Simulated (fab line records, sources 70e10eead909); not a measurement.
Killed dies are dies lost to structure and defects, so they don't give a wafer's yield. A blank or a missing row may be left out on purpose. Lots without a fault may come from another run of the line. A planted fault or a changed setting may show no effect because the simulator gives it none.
Chamber matching | flow nand_harc | NHARC_A_SLIT_DEP_25 on pecvd-02: 3 sister chambers
The step deposits SiO2, target thk 200 nm. 6 wafers are shown with their chamber, then 9 later ones without.

WAFERS WITH THEIR CHAMBER
wafer  | chamber | throttle_valve_pct (%) | heater_power_w (W)
L075.5 | 1       | 16.3                   | 550
L085.1 | 0       | 16.7                   | 651
L085.2 | 1       | 16.2                   | 645
L088.2 | 2       | 15.1                   | 531
L088.4 | 2       | 14.8                   | 533
L088.5 | 0       | 16.3                   | 571

WAFERS WITHOUT THEIR CHAMBER
wafer  | throttle_valve_pct (%) | heater_power_w (W)
L089.1 | 16.4                   | 630
L089.3 | 16.3                   | 639
L089.6 | 16.5                   | 652
L091.1 | 15.1                   | 526
L091.3 | 16.3                   | 578
L091.6 | 16.5                   | 568
L096.2 | 16.5                   | 587
L096.5 | 16.6                   | 551
L096.6 | 15.3                   | 546

WHICH CHAMBER EACH WENT THROUGH
wafer  | from the rows above     | in truth
L089.1 | can't be placed: 0 or 1 | 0
L089.3 | can't be placed: 1 or 0 | 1
L089.6 | can't be placed: 0 or 1 | 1
L091.1 | 2                       | 2
L091.3 | can't be placed: 1 or 0 | 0
L091.6 | can't be placed: 0 or 1 | 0
L096.2 | can't be placed: 0 or 1 | 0
L096.5 | can't be placed: 0 or 1 | 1
L096.6 | 2                       | 2
Placed correctly: 2 of 9. Can't be placed from these rows: 7 (the true chamber is among the candidates in 7). Placed wrongly: 0.
How it was worked out, from the rows above alone: a wafer's distance from a chamber is the root of the sum, over the readings, of the square of ((its reading less the chamber's mean) divided by the reading's scatter). The wafer belongs to the nearest chamber; if the next one is less than 2 further off, it can't be placed. A chamber's mean is the mean of its shown wafers. The scatter: the root of (the sum of the squares of (reading less its chamber's mean) over the shown wafers, divided by (wafers less chambers)).
